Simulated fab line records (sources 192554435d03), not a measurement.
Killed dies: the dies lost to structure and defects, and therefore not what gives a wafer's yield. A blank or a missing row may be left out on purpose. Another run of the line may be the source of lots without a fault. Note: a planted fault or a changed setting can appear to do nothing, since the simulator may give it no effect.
A lot that was struck, set against a sound lot :: flow n5 finfet :: 19 out of 1938 route steps
Sound: wafers L877.1, L877.3, L877.4. Wafers struck: L888.1, L888.3, L888.6. The cause comes at the end.
At each step with rows: each side's tool, then ch and its chambers, then its first start. Under that, the readings that differ: sound wafers :: struck wafers :: difference of the means :: sigmas: that difference in standard deviations of wafers without a fault.
alike: readings with means less than 2 such deviations apart, plus words and numbers identical on both sides. not compared: withheld readings, readings lacking a value on some wafer, bounds such as >300 that could conceal the same value, and numbers that have no deviation in the record and whose values overlap.
The two part at a step that has a row with sigmas, a row that says differs or no value, or rows on one side only. Numbers that don't overlap but have no deviation are shown without sigmas and don't part them. A reading that every wafer of one side lacks parts them only if that side has two wafers or more.

N5_BEOL_M9_RS_MEAS_57: a four-point-probe measurement.
  sound on film metro-01 at day 10 06:31; struck on film metro-01 at day 12 23:20
  alike: M9_RS
N5_BEOL_M9_INSPECT_58: inspects for defects (darkfield).
  sound on defect inspect-02 at day 10 06:33; struck on defect inspect-02 at day 12 23:21
  alike: raw defect count
N5_BEOL_M10_ILD_DEP_00: deposits SiCOH lowk from DEMS/porogen, target thk 308.51 nm, time 58 s.
  sound on pecvd-01 ch 0,1, day 10 06:35; struck on pecvd-02 ch 0,2, day 12 23:23
reading: showerhead plenum p Torr (Torr)
sound: 5.738 5.742 5.722
struck: 5.763 5.777 5.766
difference: +0.035
sigmas: +2
  alike: chamber pressure Torr, heater power w, throttle valve pct
N5_BEOL_M10_CURE_71: cures SiCOH lowk, time 240 s.
  sound on uv cure-02 ch 2, day 10 06:40; struck on uv cure-01 ch 0, day 12 23:28
  alike: lamp power pct, wafer_temp_C_max
N5_BEOL_M10_THK_MEAS_01:
  sound on film metro-02 at day 10 07:11; struck on film metro-02 at day 12 23:59
  alike: M10_ILD_THK
N5_BEOL_M10_PECVD_70: deposits SiO2 from TEOS/O2, target thk 20 nm, time 22.7 s.
  sound on pecvd-01 ch 0,1,2, day 10 07:13; struck on pecvd-01 ch 0,1, day 13 00:01
  alike: chamber pressure Torr, heater power w, showerhead plenum p Torr, throttle valve pct
N5_BEOL_M10_HM_DEP_02: deposits TiN, target thk 20 nm.
  sound on pvd sputter-02 at day 10 07:46; struck on pvd sputter-03 at day 13 00:05
  alike: throttle valve pct
then, 5 steps without rows for these wafers: N5_BEOL_M10_COAT_59 (time 60 s, resist thk 100 nm); N5_BEOL_M10_COAT_60 (time 60 s, resist thk 30 nm); N5_BEOL_M10_COAT_05 (resist thk 90 nm); N5_BEOL_M10_EBR_07; N5_BEOL_M10_SOFTBAKE_06 (time 60 s).
N5_BEOL_M10_EXPOSE_08: exposes mask M10.
  sound on arfi scanner-03 ch 0, day 10 08:08; struck on arfi scanner-03 ch 0, day 13 00:27
reading: model.BEOL_M10.overlay x nm (nm)
sound: 0 0 0
struck: 10.4 10.4 10.4
difference: +10.4
sigmas: 
  alike: mask
then, 2 steps without rows for these wafers: N5_BEOL_M10_PEB_09 (peb time 60 s); N5_BEOL_M10_DEVELOP_10 (develop time 30 s).
N5_BEOL_M10_CD_MEAS_11 targets a cd of 64.1 nm.
  sound on cd sem-02 ch 0, day 10 08:16; struck on cd sem-01 ch 0, day 13 00:34
  alike: cd nm
N5_BEOL_M10_OVL_MEAS_12:
  sound on overlay-02 ch 0, day 10 08:18; struck on overlay-01 ch 0, day 13 00:36
reading: M10_OVL (nm)
sound: -0.4 0.4 0.3
struck: 8.9 9.0 9.3
difference: +9.0
sigmas: +11
N5_BEOL_M10_INSPECT_13: inspects for defects (brightfield).
  sound on defect inspect-02 at day 10 08:19; struck on defect inspect-02 at day 13 00:38
  alike: raw defect count
next, for these wafers, 1 step has no rows: N5_PASSIVATION_PROBE_49.

WHERE THEY PART
Last at N5_BEOL_M10_OVL_MEAS_12 as far as this record goes, first at N5_BEOL_M10_ILD_DEP_00. Later steps at which nothing parts them and some readings are alike: N5_BEOL_M10_INSPECT_13.

WHY: whatever the simulator had introduced
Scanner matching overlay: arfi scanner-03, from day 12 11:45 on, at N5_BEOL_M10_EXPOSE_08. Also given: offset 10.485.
